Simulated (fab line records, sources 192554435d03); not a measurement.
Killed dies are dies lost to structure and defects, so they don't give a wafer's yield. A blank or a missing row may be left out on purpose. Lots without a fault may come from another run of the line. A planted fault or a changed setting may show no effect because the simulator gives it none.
Chamber matching | flow n5_finfet | N5_FIN_SAQP_STRIP_77 on rie_diel-02: 4 sister chambers
The step strips in N2/H2, time 90 s. 4 wafers are shown with their chamber, then 9 later ones without.

WAFERS WITH THEIR CHAMBER
wafer  | chamber | drypump_motor_current_A (A)
L088.1 | 0       | 5.8
L088.4 | 3       | 6.8
L088.5 | 2       | 5.9
L088.6 | 1       | 6.4

WAFERS WITHOUT THEIR CHAMBER
wafer  | drypump_motor_current_A (A)
L091.1 | 5.9
L091.2 | 6.8
L091.3 | 5.8
L091.4 | 6.3
L091.5 | 5.8
L091.6 | 6.3
L093.3 | 5.8
L093.5 | 6.8
L093.6 | 5.8

WHICH CHAMBER EACH WENT THROUGH
wafer  | from the rows above | in truth
L091.1 | 2                   | 2
L091.2 | 3                   | 3
L091.3 | 0                   | 0
L091.4 | 1                   | 1
L091.5 | 0                   | 0
L091.6 | 1                   | 1
L093.3 | 0                   | 0
L093.5 | 3                   | 3
L093.6 | 0                   | 0
Placed correctly: 9 of 9. Can't be placed from these rows: 0. Placed wrongly: 0.
How it was worked out, from the rows above alone: a wafer's distance from a chamber is the root of the sum, over the readings, of the square of ((its reading less the chamber's mean) divided by the reading's scatter). The wafer belongs to the nearest chamber; if the next one is less than 2 further off, it can't be placed. A chamber's mean is the mean of its shown wafers. The scatter: with one shown wafer a chamber, the root of the mean of the squares of how far each hidden wafer lies from its nearest shown one.
